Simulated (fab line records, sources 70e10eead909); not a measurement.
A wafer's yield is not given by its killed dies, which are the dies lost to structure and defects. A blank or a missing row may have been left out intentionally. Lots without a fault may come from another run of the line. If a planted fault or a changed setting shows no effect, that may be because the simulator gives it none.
fab line records	flow nand_harc
record: lots: 10	wafers: 30	last_day: 33
route steps=1302 shown A_STAIRCASE@807 END@1302
lots that met no fault: from a run of the same line without faults
start_h: hours from the record's opening day to when the first of the lot's shown wafers began	wait_h: time in hours since the lot's previous step	" as in the row above	L1.1+2: one row covering several wafers at once	- no value, or no start given	* or withheld: withheld	< > ~ a bound
route shown NAME@n: names a module that has steps shown in the file, with the first one's number in the route	usual: average and standard deviation across the fault-free wafers	same: alike in all rows	chamber/n: place in a boat	sites: each site's reading	_std_site: standard deviation of those values	_edge_site: inner sites' mean taken away from outer sites' mean	radius_mm: how far each site lies from the wafer's centre	mask NAME#n: copy n	behind: the tool/chamber that last shaped the wafer	hold: what put the lot on hold/how long, in hours/how the hold closed	device: whichever transistor did not switch (one of n, p or np)	end of line: the tests these same wafers got at the end of their route	a step without rows: its recipe alone	killed: at the first sort, the dies lost to defects and structure; wafer yield is something else	map: shows each die of a wafer: x if killed, . if not, _ if none is there
set.NAME: the setting that was run; set.NAME@STEP: the one run at that earlier step	model.NAME: the simulator's own value behind a step, which no gauge read
steps of the route over a sample of lots; a table a step, a row a wafer
services: from which hour (start_h, from the record's first day; less than 0 if before it) a tool's chamber was out of use, for how many hours, and why
== steps ==
step: NHARC_A_STAIRCASE_DESCUM_291
recipe: time_s: 3	o2_flow_sccm: 200	ar_flow_sccm: 0	bias_power_w: 0	chemistry: O2
usual: chamber_pressure_mTorr: 60.00/0.064	drypump_motor_current_A: 5.6/0.56	oes_product_au: 1.000/0.011	rf_vpp_V: 57.7/0.96	showerhead_plenum_p_Torr: 1.91/0.095	throttle_valve_pct: 11.310/0.0098
lot.wafer	tool	chamber	start_h	wait_h	chamber_pressure_mTorr	drypump_motor_current_A	oes_product_au	rf_hours_counter_h	rf_vpp_V	showerhead_plenum_p_Torr	throttle_valve_pct
L593.1	rie_diel-11	1	382.38	-	59.96	6.3	0.996	40	57.6	1.90	11.316
L593.2	"	3	"	"	60.05	6.2	0.995	37	58.1	2.06	11.316
L593.6	"	1	"	"	60.07	6.3	1.005	-	57.9	1.90	11.310
L598.2	rie_diel-11	0	419.08	-	60.03	6.0	1.005	50	60.3	2.04	11.318
L598.1	"	1	"	"	59.96	6.3	0.988	52	57.5	1.89	11.319
L598.5	"	3	"	"	59.99	6.2	0.990	-	57.5	2.06	11.303
L597.2	rie_diel-03	0	420.93	-	60.05	5.4	1.004	34	57.9	1.83	11.306
L597.3	"	1	"	"	59.97	4.7	0.993	34	57.2	1.77	11.324
L597.6	"	1	"	"	60.05	4.7	1.006	-	56.9	1.78	11.305
L601.3	rie_diel-13	3	469.04	-	59.97	5.3	1.009	49	58.5	2.06	11.303
L601.1	"	0	"	"	60.02	6.5	1.023	43	57.6	1.86	11.298
L601.5	"	2	"	"	60.08	5.6	1.004	-	58.1	1.83	11.318
L603.3	rie_diel-13	3	480.50	-	60.09	5.3	0.989	53	58.6	2.06	11.309
L603.6	"	1	"	"	59.89	4.8	0.980	-	57.6	1.85	11.301
L603.5	"	2	"	"	59.92	5.6	0.993	-	57.4	1.83	11.285
L608.1	rie_diel-03	1	518.78	-	59.91	4.7	0.998	18	56.4	1.77	11.317
L608.3	"	2	"	"	60.03	5.8	0.995	3	59.5	1.93	11.311
L608.4	"	0	"	"	59.98	5.4	0.995	18	56.7	1.82	11.292
L609.3	rie_diel-13	3	531.32	-	59.98	5.2	1.000	2	57.8	2.05	11.316
L609.2	"	2	"	"	60.00	5.6	1.000	2	58.1	1.82	11.306
L609.6	"	0	"	"	60.01	6.5	1.001	-	58.1	1.86	11.301
L612.2	rie_diel-13	0	566.22	-	60.13	6.5	0.984	13	56.6	1.85	11.329
L612.3	"	2	"	"	60.09	5.6	0.992	12	57.7	1.82	11.304
L612.5	"	0	"	"	59.96	6.5	0.998	-	57.1	1.85	11.314
L613.1	rie_diel-11	0	572.60	-	60.17	6.0	1.003	45	59.5	2.02	11.316
L613.3	"	1	"	"	59.94	6.3	0.978	42	58.7	1.88	11.313
L613.6	"	2	"	"	60.01	5.3	1.012	-	57.0	1.83	11.314
L616.4	rie_diel-03	2	608.72	-	60.00	5.8	0.986	29	56.6	1.92	11.301
L616.2	"	0	"	"	59.97	5.4	0.985	44	57.8	1.82	11.317
L616.5	"	2	"	"	59.90	5.8	0.977	-	57.6	1.92	11.308
step: NHARC_A_STAIRCASE_HM_OPEN_460
recipe: o2_flow_sccm: 400	cos_flow_sccm: 20	ar_flow_sccm: 0	rf_w: 500	bias_w: 300	chemistry: O2/COS
usual: chamber_pressure_mTorr: 20.000/0.019	cos_flow_sccm: 20.00/0.058	drypump_motor_current_A: 5.7/0.58	oes_product_au: 1.002/0.01	rf_vpp_V: 467/3.3	showerhead_plenum_p_Torr: 3.10/0.15	throttle_valve_pct: 28.330/0.0091
lot.wafer	tool	chamber	start_h	wait_h	chamber_pressure_mTorr	cos_flow_sccm	drypump_motor_current_A	oes_product_au	rf_hours_counter_h	rf_vpp_V	showerhead_plenum_p_Torr	throttle_valve_pct
L593.1	rie_diel-11	0	-	-	20.027	19.99	6.0	1.002	37	472	3.32	28.331
L593.2	"	3	"	"	20.034	20.05	6.2	0.997	37	474	3.35	28.331
L593.6	"	1	"	"	20.017	19.92	6.3	1.005	-	466	3.10	28.317
L598.2	rie_diel-11	2	-	-	20.005	19.98	5.3	1.020	55	467	3.02	28.321
L598.1	"	0	"	"	20.014	19.88	6.0	1.011	50	471	3.32	28.340
L598.5	"	2	"	"	19.967	20.07	5.3	1.008	-	464	3.02	28.322
L597.2	rie_diel-03	1	-	-	20.031	19.96	4.7	1.006	34	463	2.91	28.329
L597.3	"	0	"	"	19.969	19.96	5.4	1.019	34	465	3.00	28.326
L597.6	"	1	"	"	19.971	19.90	4.7	1.000	-	461	2.91	28.331
L601.3	rie_diel-13	0	-	-	19.984	20.07	6.5	1.012	43	466	3.04	28.317
L601.1	"	3	"	"	20.010	20.08	5.2	1.002	49	471	3.35	28.332
L601.5	"	1	"	"	19.995	20.01	4.8	0.992	-	464	3.03	28.340
L603.3	rie_diel-13	2	-	-	20.015	20.03	5.7	1.000	55	463	2.99	28.329
L603.5	"	0	"	"	20.040	20.07	6.5	1.015	-	466	3.04	28.309
L603.6	"	1	"	"	20.037	19.95	4.8	0.994	-	465	3.02	28.334
L608.1	rie_diel-03	2	-	-	19.987	20.03	5.8	0.998	4	468	3.15	28.333
L608.4	"	3	"	"	19.981	20.00	5.8	1.006	18	469	3.17	28.325
L608.3	"	0	"	"	20.029	19.98	5.5	0.984	18	465	2.98	28.330
L609.3	rie_diel-13	0	-	-	19.995	19.96	6.5	0.998	1	465	3.04	28.338
L609.2	"	1	"	"	19.995	19.94	4.8	0.994	1	465	3.02	28.329
L609.6	"	2	"	"	20.004	20.08	5.7	1.008	-	465	2.99	28.337
L612.3	rie_diel-13	3	-	-	19.971	19.97	5.3	1.000	14	472	3.33	28.328
L612.2	"	0	"	"	20.005	20.04	6.5	1.001	13	465	3.03	28.328
L612.5	"	3	"	"	19.980	19.94	5.3	0.989	-	471	3.33	28.338
L613.3	rie_diel-11	1	-	-	20.006	20.10	6.3	0.982	42	466	3.07	28.326
L613.1	"	3	"	"	19.988	19.97	6.2	0.983	47	472	3.32	28.323
L613.6	"	1	"	"	19.990	19.98	6.3	0.986	-	468	3.07	28.341
L616.4	rie_diel-03	3	-	-	20.006	20.07	5.9	1.006	44	467	3.16	28.334
L616.2	"	0	"	"	19.988	19.96	5.4	1.005	44	464	2.97	28.336
L616.5	"	2	"	"	20.008	20.01	5.8	0.996	-	468	3.13	28.330
step: NHARC_A_STAIRCASE_STRIP_295
recipe: o2_flow_sccm: 500	ar_flow_sccm: 0	bias_w: 0	chemistry: O2
usual: chamber_pressure_mTorr: 60.00/0.058	drypump_motor_current_A: 5.7/0.57	oes_product_au: 1.000/0.01	rf_vpp_V: 57.7/0.85	showerhead_plenum_p_Torr: 3.52/0.17	throttle_valve_pct: 17.036/0.0094
lot.wafer	tool	chamber	start_h	wait_h	chamber_pressure_mTorr	drypump_motor_current_A	oes_product_au	rf_hours_counter_h	rf_vpp_V	showerhead_plenum_p_Torr	throttle_valve_pct
L593.2	rie_diel-11	3	-	-	60.04	6.3	1.003	38	58.9	3.79	17.032
L593.1	"	2	"	"	60.02	5.3	1.023	41	56.8	3.42	17.038
L593.6	"	3	"	"	59.97	6.2	1.008	-	58.4	3.79	17.029
L598.2	rie_diel-11	1	-	-	59.91	6.3	0.996	53	56.6	3.49	17.030
L598.1	"	2	"	"	60.02	5.3	1.026	56	57.4	3.41	17.028
L598.5	"	1	"	"	60.01	6.3	1.003	-	56.7	3.49	17.034
L597.3	rie_diel-03	1	-	-	60.00	4.7	1.004	35	56.9	3.29	17.045
L597.2	"	3	"	"	59.97	5.9	1.011	21	58.4	3.60	17.022
L597.6	"	3	"	"	59.96	5.9	1.013	-	58.3	3.60	17.041
L601.1	rie_diel-13	2	-	-	59.98	5.6	0.996	54	57.9	3.38	17.017
L601.3	"	3	"	"	59.98	5.2	1.006	53	57.4	3.78	17.036
L601.5	"	0	"	"	60.00	6.5	1.014	-	58.6	3.44	17.031
L603.3	rie_diel-13	0	-	-	60.11	6.5	1.015	48	56.3	3.44	17.015
L603.6	"	3	"	"	60.16	5.2	1.002	-	58.3	3.78	17.028
L603.5	"	0	"	"	60.02	6.5	1.013	-	59.1	3.44	17.023
L608.1	rie_diel-03	3	-	-	59.98	5.8	1.006	19	57.7	3.58	17.046
L608.3	"	0	"	"	60.08	5.4	0.996	19	58.2	3.37	17.036
L608.4	"	1	"	"	60.03	4.7	0.992	19	58.2	3.27	17.051
L609.2	rie_diel-13	2	-	-	59.97	5.6	0.999	2	56.9	3.38	17.034
L609.3	"	3	"	"	59.86	5.3	0.977	2	58.1	3.77	17.046
L609.6	"	2	"	"	59.93	5.6	0.998	-	57.5	3.38	17.052
L612.3	rie_diel-13	3	-	-	60.12	5.2	0.996	15	58.6	3.76	17.035
L612.2	"	2	"	"	60.11	5.6	0.985	12	57.0	3.37	17.032
L612.5	"	3	"	"	60.02	5.3	0.990	-	59.2	3.76	17.016
L613.1	rie_diel-11	2	-	-	60.06	5.3	1.003	43	57.4	3.38	17.051
L613.3	"	3	"	"	59.95	6.2	0.980	48	57.3	3.75	17.033
L613.6	"	1	"	"	60.06	6.3	0.975	-	56.6	3.47	17.029
L616.4	rie_diel-03	0	-	-	60.05	5.4	0.995	45	57.5	3.36	17.036
L616.2	"	1	"	"	59.98	4.7	0.987	45	57.4	3.26	17.028
L616.5	"	3	"	"	59.95	5.8	1.009	-	58.2	3.57	17.019
step: NHARC_A_STAIRCASE_ETCH_453
recipe: target_depth_a: 300	overetch_a: 30	time_s: 16.5	ion_energy_ev: 100	cf4_flow_sccm: 80	o2_flow_sccm: 20	ar_flow_sccm: 0	rf_w: 300	bias_w: 100	chemistry: CF4/O2
usual: cf4_flow_sccm: 80.02/0.24	chamber_pressure_mTorr: 29.999/0.029	drypump_motor_current_A: 5.6/0.54	oes_f_703_au: 1.000/0.0051	oes_o_777_au: 1.000/0.0044	oes_product_au: 1.000/0.011	rf_vpp_V: 197.7/1.6	showerhead_plenum_p_Torr: 1.33/0.066	throttle_valve_pct: 13.397/0.0096
lot.wafer	tool	chamber	start_h	wait_h	cf4_flow_sccm	chamber_pressure_mTorr	drypump_motor_current_A	oes_f_703_au	oes_o_777_au	oes_product_au	rf_hours_counter_h	rf_vpp_V	showerhead_plenum_p_Torr	throttle_valve_pct
L593.2	rie_diel-11	1	389.24	-	80.19	30.015	6.3	0.994	0.990	1.001	41	197.6	1.32	13.397
L593.1	"	3	"	"	79.81	30.037	6.2	1.008	1.002	0.993	39	199.8	1.44	13.391
L593.6	"	3	"	"	80.27	30.026	6.2	0.995	1.006	0.996	-	199.6	1.44	13.392
L598.2	rie_diel-03	0	424.80	-	79.80	30.084	5.4	0.996	1.003	1.009	35	197.0	1.28	13.372
L598.1	"	1	"	"	79.76	30.008	4.7	0.997	1.006	1.006	35	195.7	1.24	13.408
L598.5	"	1	"	"	79.59	29.998	4.7	1.000	0.999	1.001	-	195.7	1.24	13.409
L597.2	rie_diel-03	3	429.15	-	79.61	29.995	5.8	1.000	0.995	1.011	22	199.2	1.36	13.385
L597.3	"	0	"	"	79.93	30.000	5.4	0.997	1.004	1.012	36	195.0	1.28	13.391
L597.6	"	3	"	"	79.81	30.009	5.8	0.997	0.996	1.004	-	199.1	1.36	13.414
L601.3	rie_diel-11	3	478.93	-	80.06	29.989	6.2	0.996	0.996	0.986	13	199.1	1.43	13.401
L601.1	"	1	"	"	79.75	30.038	6.3	1.006	1.005	0.993	13	196.0	1.32	13.388
L601.5	"	1	"	"	79.90	29.971	6.3	0.993	1.002	0.997	-	197.5	1.32	13.407
L603.3	rie_diel-11	0	487.20	-	80.27	29.989	6.0	1.006	0.991	1.009	14	199.4	1.42	13.392
L603.5	"	3	"	"	79.50	30.003	6.2	1.000	0.991	0.987	-	201.0	1.43	13.391
L603.6	"	0	"	"	80.01	29.956	6.0	1.008	1.002	1.004	-	199.2	1.42	13.394
L608.3	rie_diel-03	2	526.64	-	40.12	30.017	5.8	1.140	2.030	0.993	5	198.5	0.93	10.378
L608.4	"	3	"	"	39.73	29.966	5.8	1.140	2.038	1.006	20	197.7	0.93	10.374
L608.1	"	0	"	"	40.14	29.981	5.4	1.145	2.034	1.012	21	196.4	0.87	10.369
L609.2	rie_diel-03	0	536.95	-	40.62	30.036	5.4	1.150	2.034	1.011	28	196.2	0.87	10.376
L609.3	"	2	"	"	40.09	30.019	5.8	1.155	2.031	0.995	12	197.5	0.92	10.356
L609.6	"	3	"	"	40.12	29.976	5.9	1.149	2.027	1.021	-	198.8	0.93	10.363
L612.3	rie_diel-11	2	573.32	-	80.10	29.967	5.3	0.999	0.996	1.015	42	196.2	1.28	13.395
L612.2	"	0	"	"	79.90	30.023	6.0	0.996	0.999	1.000	45	199.7	1.41	13.387
L612.5	"	3	"	"	79.44	30.047	6.2	1.001	0.995	0.998	-	200.4	1.42	13.411
L613.1	rie_diel-13	1	578.83	-	79.76	29.995	4.8	1.006	0.996	0.988	15	196.5	1.29	13.409
L613.3	"	2	"	"	80.29	30.047	5.6	1.007	1.004	0.993	17	197.1	1.27	13.388
L613.6	"	3	"	"	79.98	30.034	5.3	1.006	1.001	0.988	-	199.8	1.43	13.398
L616.4	rie_diel-13	3	617.79	-	79.93	30.026	5.2	0.999	0.999	1.006	37	198.8	1.42	13.397
L616.2	"	0	"	"	79.95	29.938	6.5	1.007	1.001	0.995	29	196.4	1.29	13.394
L616.5	"	2	"	"	80.50	29.950	5.6	1.000	0.995	0.999	-	197.0	1.27	13.410
step: NHARC_END_SORT_01
recipe: temp_c: 25
usual: killed_at_array: 55/20	killed_at_other: 0.7/0.96	killed_at_periphery: 4.1/2.4	killed_dies: 60/20	killed_open: 3.3/1.9	killed_short: 2.8/1.6
same: gross_dies: 677
lot.wafer	tool	chamber	start_h	wait_h	killed_at_array	killed_at_other	killed_at_periphery	killed_dies	killed_open	killed_short
L593.1	prober-01	0	575.67	2.5	67	0	10	77	5	4
L593.2	prober-01	0	576.48	2.8	65	0	6	71	1	4
L593.6	prober-01	0	579.73	4.1	72	0	6	78	5	5
L598.1	prober-01	0	607.07	2.5	87	0	1	88	1	3
L598.2	prober-01	0	607.87	2.8	72	0	2	74	0	1
L598.5	prober-01	0	610.26	3.7	79	1	0	80	3	3
L597.2	prober-02	0	607.90	2.8	49	3	2	54	4	4
L597.3	prober-02	0	608.71	3.1	43	1	4	48	6	4
L597.6	prober-02	0	611.12	4.0	52	2	6	60	6	3
L601.1	prober-01	0	654.56	2.5	86	1	2	89	6	3
L601.3	prober-01	0	656.14	3.1	91	3	2	96	9	2
L601.5	prober-01	0	657.72	3.7	74	1	6	81	3	3
L603.3	prober-02	0	656.20	3.1	39	0	6	45	4	3
L603.5	prober-02	0	657.81	3.7	49	0	5	54	5	1
L603.6	prober-02	0	658.62	4.0	45	0	11	56	3	2
L608.1	prober-02	0	696.13	2.5	40	0	4	44	4	2
L608.3	prober-02	0	697.69	3.1	52	1	6	59	4	5
L608.4	prober-02	0	698.48	3.4	43	0	4	47	7	2
L609.2	prober-01	0	714.26	2.8	89	2	1	92	1	0
L609.3	prober-01	0	715.06	3.1	86	2	1	89	6	3
L609.6	prober-01	0	717.47	4.0	82	0	2	84	4	3
L612.2	prober-02	0	745.07	2.8	31	0	2	33	3	1
L612.3	prober-02	0	745.86	3.1	20	0	3	23	3	2
L612.5	prober-02	0	747.46	3.7	35	1	8	44	7	4
L613.1	prober-01	0	761.77	2.5	33	2	2	37	5	3
L613.3	prober-01	0	763.37	3.1	23	2	3	28	1	2
L613.6	prober-01	0	765.77	4.0	30	1	2	33	2	1
L616.2	prober-01	0	799.02	2.8	78	1	2	81	2	9
L616.4	prober-01	0	800.61	3.4	63	0	3	66	4	4
L616.5	prober-01	0	801.40	3.7	64	0	5	69	2	3
killed by level:class
L593.1 A_CHANNEL_HOLE_D1:chamber_film_flake=26 A_CHANNEL_HOLE_D2:chamber_film_flake=16 P_GATE:chamber_film_flake=9 A_BONDPAD:chamber_film_flake=7 A_CONTACT:chamber_film_flake=4 A_STAIRCASE:chamber_film_flake=3 A_ONON_D1:geometric_particle:open=2 A_ONON_D2:geometric_particle:open=2
L593.2 A_CHANNEL_HOLE_D2:chamber_film_flake=28 A_CHANNEL_HOLE_D1:chamber_film_flake=23 P_M1:chamber_film_flake=3 A_STAIRCASE:chamber_film_flake=3 A_BONDPAD:chamber_film_flake=3 A_CHANNEL_FILL_D2:geometric_particle:short=2 P_GATE:chamber_film_flake=2 A_CONTACT:chamber_film_flake=2
L593.6 A_CHANNEL_HOLE_D1:chamber_film_flake=30 A_CHANNEL_HOLE_D2:chamber_film_flake=24 A_BONDPAD:chamber_film_flake=5 P_M1:chamber_film_flake=4 A_CHANNEL_FILL_D2:geometric_particle:open=3 A_DECK1_JOINT:geometric_particle:short=2 A_STAIRCASE:chamber_film_flake=2 A_CONTACT:chamber_film_flake=2
L598.1 A_CHANNEL_HOLE_D1:chamber_film_flake=29 A_SLIT:chamber_film_flake=29 A_CHANNEL_HOLE_D2:chamber_film_flake=14 A_CONTACT:chamber_film_flake=6 A_STAIRCASE:chamber_film_flake=4 A_CHANNEL_FILL_D1:geometric_particle:short=1 A_ONON_D2:geometric_particle:open=1 A_CHANNEL_FILL_D2:geometric_particle:short=1
L598.2 A_CHANNEL_HOLE_D1:chamber_film_flake=29 A_SLIT:chamber_film_flake=23 A_CHANNEL_HOLE_D2:chamber_film_flake=10 A_CONTACT:chamber_film_flake=6 A_CHANNEL_FILL_D2:chamber_film_flake=2 A_CHANNEL_FILL_D2:geometric_particle:short=1 P_ZERO_WELL:chamber_film_flake=1 P_GATE:chamber_film_flake=1
L597.2 A_CHANNEL_HOLE_D2:chamber_film_flake=29 A_CHANNEL_HOLE_D1:chamber_film_flake=4 THIN_TSV:chamber_film_flake=3 A_ONON_D2:geometric_particle:short=2 A_ONON_D2:geometric_particle:open=2 A_ZERO_WELL:chamber_film_flake=2 A_DECK1_JOINT:chamber_film_flake=2 A_CONTACT:chamber_film_flake=2
L597.3 A_CHANNEL_HOLE_D2:chamber_film_flake=29 A_DECK1_JOINT:geometric_particle:short=2 A_WL_FILL:geometric_particle:open=2 P_GATE:chamber_film_flake=2 A_WL_FILL:chamber_film_flake=2 A_SOURCE_PLATE:geometric_particle:open=1 A_ONON_D1:geometric_particle:open=1 A_ONON_D1:geometric_particle:short=1
L598.5 A_CHANNEL_HOLE_D1:chamber_film_flake=27 A_SLIT:chamber_film_flake=21 A_CONTACT:chamber_film_flake=11 A_CHANNEL_HOLE_D2:chamber_film_flake=8 A_STAIRCASE:chamber_film_flake=3 A_CHANNEL_FILL_D1:geometric_particle:short=2 A_ONON_D2:geometric_particle:open=1 A_WL_FILL:geometric_particle:short=1
L597.6 A_CHANNEL_HOLE_D2:chamber_film_flake=31 A_CONTACT:chamber_film_flake=4 P_GATE:chamber_film_flake=3 A_STAIRCASE:chamber_film_flake=3 A_DECK1_JOINT:geometric_particle:short=2 A_SGD_CUT:geometric_particle:open=2 P_ZERO_WELL:chamber_film_flake=2 A_DECK1_JOINT:chamber_film_flake=2
L601.1 A_CHANNEL_HOLE_D1:chamber_film_flake=29 A_SLIT:chamber_film_flake=28 A_CHANNEL_HOLE_D2:chamber_film_flake=12 A_STAIRCASE:chamber_film_flake=3 A_CHANNEL_FILL_D1:geometric_particle:open=2 A_WL_FILL:geometric_particle:short=2 A_DECK1_JOINT:chamber_film_flake=2 A_CHANNEL_FILL_D1:geometric_particle:short=1
L601.3 A_CHANNEL_HOLE_D1:chamber_film_flake=32 A_SLIT:chamber_film_flake=26 A_CHANNEL_HOLE_D2:chamber_film_flake=16 A_DECK1_JOINT:geometric_particle:open=3 THIN_TSV:chamber_film_flake=3 A_STAIRCASE:chamber_film_flake=3 P_STI:geometric_particle:short=1 A_CHANNEL_FILL_D1:geometric_particle:open=1
L603.3 A_SLIT:chamber_film_flake=22 A_CONTACT:chamber_film_flake=6 A_CHANNEL_HOLE_D2:chamber_film_flake=3 P_M2:chamber_film_flake=2 P_BONDPAD:chamber_film_flake=2 P_STI:geometric_particle:open=1 P_CONTACT:geometric_particle:open=1 A_CHANNEL_HOLE_D1:geometric_particle:short=1
L601.5 A_CHANNEL_HOLE_D1:chamber_film_flake=32 A_SLIT:chamber_film_flake=18 A_CHANNEL_HOLE_D2:chamber_film_flake=9 A_STAIRCASE:chamber_film_flake=5 A_CHANNEL_FILL_D2:chamber_film_flake=2 A_CONTACT:chamber_film_flake=2 P_CONTACT:geometric_particle:open=1 P_M0:geometric_particle:short=1
L603.5 A_SLIT:chamber_film_flake=29 A_CONTACT:chamber_film_flake=4 A_DECK1_JOINT:chamber_film_flake=3 A_CHANNEL_HOLE_D2:chamber_film_flake=3 A_CHANNEL_HOLE_D1:chamber_film_flake=2 P_GATE:geometric_particle:open=1 P_CONTACT:geometric_particle:open=1 A_CHANNEL_FILL_D1:geometric_particle:short=1
L603.6 A_SLIT:chamber_film_flake=30 P_M2:chamber_film_flake=6 A_CHANNEL_HOLE_D1:chamber_film_flake=4 A_CHANNEL_FILL_D1:geometric_particle:open=2 A_CONTACT:chamber_film_flake=2 A_DECK1_JOINT:chamber_film_flake=2 A_CHANNEL_HOLE_D2:chamber_film_flake=2 P_STI:geometric_particle:short=1
L608.1 A_CHANNEL_HOLE_D1:chamber_film_flake=31 A_SLIT:chamber_film_flake=3 P_CONTACT:geometric_particle:open=1 A_SOURCE_PLATE:geometric_particle:open=1 A_CHANNEL_FILL_D1:geometric_particle:short=1 A_ONON_D2:geometric_particle:open=1 A_WL_FILL:geometric_particle:short=1 A_BLC:geometric_particle:open=1
L608.3 A_CHANNEL_HOLE_D1:chamber_film_flake=34 A_STAIRCASE:chamber_film_flake=4 P_M0:chamber_film_flake=3 A_SLIT:chamber_film_flake=3 A_CHANNEL_FILL_D2:geometric_particle:short=2 P_GATE:chamber_film_flake=2 A_CONTACT:chamber_film_flake=2 A_ONON_D1:geometric_particle:open=1
L608.4 A_CHANNEL_HOLE_D1:chamber_film_flake=28 A_CONTACT:chamber_film_flake=3 A_DECK1_JOINT:geometric_particle:open=2 P_ZERO_WELL:chamber_film_flake=2 A_SLIT:chamber_film_flake=2 P_M0:geometric_particle:open=1 A_CHANNEL_FILL_D1:geometric_particle:open=1 A_CHANNEL_FILL_D2:geometric_particle:open=1
L609.2 A_SLIT:chamber_film_flake=32 A_CHANNEL_HOLE_D1:chamber_film_flake=29 A_CHANNEL_HOLE_D2:chamber_film_flake=19 A_CONTACT:chamber_film_flake=4 A_STAIRCASE:chamber_film_flake=2 A_BLC:chamber_film_flake=2 THIN_TSV:chamber_film_flake=2 A_WL_FILL:geometric_particle:open=1
L609.3 A_CHANNEL_HOLE_D1:chamber_film_flake=28 A_SLIT:chamber_film_flake=27 A_CHANNEL_HOLE_D2:chamber_film_flake=18 A_CONTACT:chamber_film_flake=3 A_BLC:geometric_particle:open=2 A_CHANNEL_HOLE_D1:geometric_particle:short=1 A_DECK1_JOINT:geometric_particle:short=1 A_ONON_D2:geometric_particle:open=1
L609.6 A_CHANNEL_HOLE_D1:chamber_film_flake=30 A_SLIT:chamber_film_flake=27 A_CHANNEL_HOLE_D2:chamber_film_flake=12 A_CONTACT:chamber_film_flake=3 A_BLC:geometric_particle:open=2 A_CHANNEL_HOLE_D1:geometric_particle:short=1 A_ONON_D2:geometric_particle:short=1 A_WL_FILL:geometric_particle:open=1
L612.2 A_CHANNEL_HOLE_D1:chamber_film_flake=15 A_SLIT:chamber_film_flake=5 A_CONTACT:chamber_film_flake=3 A_M1:geometric_particle:open=2 P_GATE:chamber_film_flake=2 A_STAIRCASE:chamber_film_flake=2 A_WL_FILL:chamber_film_flake=2 A_CHANNEL_FILL_D1:geometric_particle:open=1
L612.3 A_CHANNEL_HOLE_D1:chamber_film_flake=9 A_SLIT:chamber_film_flake=5 P_GATE:geometric_particle:open=1 A_ONON_D2:geometric_particle:short=1 A_CHANNEL_HOLE_D2:geometric_particle:open=1 A_CHANNEL_FILL_D2:geometric_particle:short=1 A_CONTACT:geometric_particle:open=1 P_GATE:chamber_film_flake=1
L612.5 A_CHANNEL_HOLE_D1:chamber_film_flake=18 P_M0:geometric_particle:open=3 P_M1:chamber_film_flake=3 A_SLIT:chamber_film_flake=3 A_WL_FILL:chamber_film_flake=3 A_CONTACT:chamber_film_flake=3 A_DECK1_JOINT:geometric_particle:open=2 A_CHANNEL_FILL_D1:chamber_film_flake=2
L613.1 A_CHANNEL_HOLE_D1:chamber_film_flake=14 A_SLIT:chamber_film_flake=5 A_CONTACT:chamber_film_flake=4 A_WL_FILL:geometric_particle:short=2 A_WL_FILL:geometric_particle:open=2 P_ZERO_WELL:geometric_particle:open=1 A_SOURCE_PLATE:geometric_particle:open=1 A_ONON_D1:geometric_particle:open=1
L613.3 A_CHANNEL_HOLE_D1:chamber_film_flake=14 A_CONTACT:chamber_film_flake=4 P_STI:chamber_film_flake=2 THIN_TSV:chamber_film_flake=2 P_M0:geometric_particle:short=1 A_CHANNEL_FILL_D2:geometric_particle:open=1 A_M1:geometric_particle:short=1 A_ZERO_WELL:chamber_film_flake=1
L613.6 A_CHANNEL_HOLE_D1:chamber_film_flake=13 A_SLIT:chamber_film_flake=6 A_CONTACT:chamber_film_flake=3 A_CHANNEL_FILL_D2:geometric_particle:open=1 A_WL_FILL:geometric_particle:short=1 A_CONTACT:geometric_particle:open=1 P_ZERO_WELL:chamber_film_flake=1 P_M1:chamber_film_flake=1
L616.2 A_CHANNEL_HOLE_D2:chamber_film_flake=29 A_CHANNEL_HOLE_D1:chamber_film_flake=23 A_SLIT:chamber_film_flake=7 A_CONTACT:chamber_film_flake=4 A_CHANNEL_FILL_D2:geometric_particle:short=2 A_WL_FILL:geometric_particle:short=2 A_STAIRCASE:chamber_film_flake=2 A_SGD_CUT:chamber_film_flake=2
L616.4 A_CHANNEL_HOLE_D2:chamber_film_flake=27 A_CHANNEL_HOLE_D1:chamber_film_flake=8 A_SLIT:chamber_film_flake=8 A_STAIRCASE:chamber_film_flake=5 A_SGD_CUT:chamber_film_flake=3 A_WL_FILL:geometric_particle:open=2 P_M0:chamber_film_flake=2 A_CONTACT:chamber_film_flake=2
L616.5 A_CHANNEL_HOLE_D2:chamber_film_flake=23 A_SLIT:chamber_film_flake=12 A_CHANNEL_HOLE_D1:chamber_film_flake=8 A_CONTACT:chamber_film_flake=7 A_STAIRCASE:chamber_film_flake=5 P_M0:chamber_film_flake=3 P_GATE:chamber_film_flake=2 A_CHANNEL_FILL_D2:chamber_film_flake=2
== services ==
tool	chamber	start_h	hours	kind
rie_diel-13	0	376.60	-	clean
rie_diel-13	1	376.60	-	clean
rie_diel-13	2	376.60	-	clean
rie_diel-13	3	376.60	-	clean
rie_diel-03	-	382.87	19.8	repair
rie_diel-13	0	402.30	-	clean
rie_diel-13	1	402.30	-	clean
rie_diel-13	2	402.30	-	clean
rie_diel-13	3	402.30	-	clean
rie_diel-11	1	406.30	4.6	repair
rie_diel-03	-	407.22	0.5	repair
rie_diel-11	0	412.92	1.2	repair
rie_diel-13	0	414.23	11.1	repair
rie_diel-13	0	426.80	-	clean
rie_diel-13	1	426.80	-	clean
rie_diel-11	-	432.72	9.0	pm
rie_diel-03	-	458.48	9.0	pm
rie_diel-11	0	477.13	5.4	repair
rie_diel-11	-	480.17	0.7	repair
rie_diel-11	2	485.48	1.2	repair
rie_diel-13	-	520.02	9.0	pm
rie_diel-11	0	544.89	2.9	repair
rie_diel-03	-	565.19	7.5	repair
rie_diel-11	-	609.72	9.0	pm
== key ==
first_sign: step: NHARC_A_STAIRCASE_ETCH_453	reading: throttle_valve_pct	direction: down	sigmas: 99+	usual: 13.397	struck: 10.369
effect: step: NHARC_A_STAIRCASE_ETCH_453	reading: oes_o_777_au	direction: up	sigmas: 99+	usual: 1.000	struck: 2.033
met_at NHARC_A_STAIRCASE_ETCH_453
struck_lots L608,L609
tester_left_out L608,L609
not_acting_at NHARC_A_STAIRCASE_DESCUM_291,NHARC_A_STAIRCASE_HM_OPEN_460,NHARC_A_STAIRCASE_STRIP_295
onset_between 429.15 526.64
fault: kind: process_parameter_drift	tool: rie_diel-03	chamber: -	onset_h: 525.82	steps: NHARC_A_STAIRCASE_ETCH_453	channel: cf4_flow_sccm	offset: -40	shape: step	end_h: 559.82	acts_in: these_recipes_only	stated: 80
tester_left_out: of these lots the tester's yield and bins aren't shown, on N5 and GAA mostly nor the transistor test; their killed dies are dies lost to structure and defects alone, not to doping, threshold or leakage, so they don't give the yield
